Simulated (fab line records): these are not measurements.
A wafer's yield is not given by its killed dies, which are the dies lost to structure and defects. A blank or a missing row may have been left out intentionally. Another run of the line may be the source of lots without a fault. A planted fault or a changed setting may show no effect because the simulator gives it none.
A struck lot beside a sound one + flow n5-finfet + 15 steps out of a route of 1938
Sound: these wafers, L164.2, L164.4, L164.6. Struck: wafer L181.1. (L181.2 of the same lot was not struck and is left out.) The cause comes at the end.
Each step with rows lists, per side, the tool, then ch with its chambers, then its first start. Under that, the readings that differ: sound wafers + struck wafers + difference of the means + sigmas: that difference in standard deviations of wafers without a fault.
alike: a reading whose means differ by less than 2 such deviations, as well as words and numbers matching on both sides. not compared: withheld readings; readings where some wafer has no value; bounds like >300 that might hide an equal value; numbers whose values overlap and for which the record gives no deviation.
Wherever a step has rows on one side only, a row that says differs or no value, or a row with sigmas, the two part there. Numbers that have no deviation but don't overlap get no sigmas and don't part them. A reading that every wafer of one side lacks parts them only if that side has two wafers or more.

first, 6 steps without rows for these wafers: N5_BEOL_M4_COAT_22 (resist thk 30 nm); N5_BEOL_M4_EBR_24; N5_BEOL_M4_SOFTBAKE_23 (time 60 s); N5_BEOL_M4_EXPOSE_25 (exposes mask V3, defocus 5 nm); N5_BEOL_M4_PEB_26 (peb time 60 s); N5_BEOL_M4_DEVELOP_27 (develop time 30 s).
N5_BEOL_M4_CD_MEAS_28: target cd 26.2 nm, target cd y 24.1 nm.
  sound on cd-sem-02 ch 0, day 7 11:36; struck on cd-sem-01 ch 0, day 11 21:23
  alike: cd-nm
N5_BEOL_M4_OVL_MEAS_29:
  sound on overlay-02 ch 0, day 7 11:38; struck on overlay-01 ch 0, day 11 21:25
  alike: V3_OVL
N5_BEOL_M4_INSPECT_30: inspects for defects (brightfield).
  sound on defect-inspect-01, day 7 11:41; struck on defect-inspect-01, day 11 21:28
  alike: raw-defect-count
N5_BEOL_M4_DESCUM_33: chemistry O2, time 7 s.
  sound on rie-diel-05 ch 0,2,3, day 7 11:43; struck on rie-diel-05 ch 3, day 11 21:30
  alike: bias-power-w, chamber-pressure-mTorr, drypump-motor-current-A, oes-product-au, rf-fwd-power-W, rf-vpp-V, showerhead-plenum-p-Torr, throttle-valve-pct
  not compared: rf-hours-counter-h
N5_BEOL_M4_ETCH_77: etches underlayer in N2/H2, target depth 6.5 nm, time 5.2 s.
  sound on rie-diel-05 ch 0,2,3, day 7 11:45; struck on rie-diel-05 ch 3, day 11 21:32
  alike: chamber-pressure-mTorr, drypump-motor-current-A, etch-rf-on-time-s, oes-product-au, rf-fwd-power-W, rf-vpp-V, showerhead-plenum-p-Torr, throttle-valve-pct
  not compared: rf-hours-counter-h
N5_BEOL_M4_ETCH_69: etches SiARC in CF4, target depth 15.6 nm, time 26 s.
  sound on rie-diel-05 ch 0,2,3, day 7 11:46; struck on rie-diel-05 ch 3, day 11 21:33
| reading                | sound             | struck | difference | sigmas |
|------------------------|-------------------|--------|------------|--------|
| throttle-valve-pct (%) | 15.27 15.11 15.78 | 15.86  | +0.47      | +2     |
  alike: chamber-pressure-mTorr, drypump-motor-current-A, etch-rf-on-time-s, oes-product-au, rf-fwd-power-W, rf-vpp-V, showerhead-plenum-p-Torr
  not compared: rf-hours-counter-h
N5_BEOL_M4_ALD_98: deposits SiO2, target thk 2.5 nm, pulse time 1 s, co reactant pulse time 1 s.
  sound on ald-sin-03 ch 0,1, day 7 11:51; struck on ald-sin-03 ch 1, day 11 21:56
| reading                                  | sound       | struck | difference | sigmas |
|------------------------------------------|-------------|--------|------------|--------|
| ald-cycles                               | 17 17 17    | 12     | -5         |        |
| model.SiO2_of_BEOL_M4_ALD_98.thk-nm (nm) | 2.4 2.4 2.4 | 1.8    | -0.6       |        |
  alike: chamber-pressure-Torr, heater-power-outer-w, heater-power-w, precursor-pulse-height-rel
  not compared: since-wet-clean-h
N5_BEOL_M4_ETCHBACK_99: etches SiO2 in CHF3, target depth 5 nm, time 10.4 s.
  sound on rie-diel-04 ch 0,2,3, day 7 21:16; struck on rie-diel-04 ch 1, day 11 22:37
  alike: chamber-pressure-mTorr, drypump-motor-current-A, oes_f_703_au, oes-product-au, rf-fwd-power-W, rf-vpp-V, showerhead-plenum-p-Torr, throttle-valve-pct
  not compared: rf-hours-counter-h
N5_BEOL_M4_RC_MEAS_101:
  sound on prober-01 ch 0, day 8 01:58; struck on prober-02 ch 0, day 12 04:13
  alike: DIBL_N, DIBL_P, IOFF_N, IOFF_P, ION_N, ION_P, SS_N, SS_P, VT_N, VT_P

## WHERE THEY PART
Only at N5_BEOL_M4_ETCH_69, within this record. Later steps at which nothing parts them and some readings are alike: N5_BEOL_M4_ALD_98, N5_BEOL_M4_ETCHBACK_99, N5_BEOL_M4_RC_MEAS_101.

WHY: whatever the simulator had introduced
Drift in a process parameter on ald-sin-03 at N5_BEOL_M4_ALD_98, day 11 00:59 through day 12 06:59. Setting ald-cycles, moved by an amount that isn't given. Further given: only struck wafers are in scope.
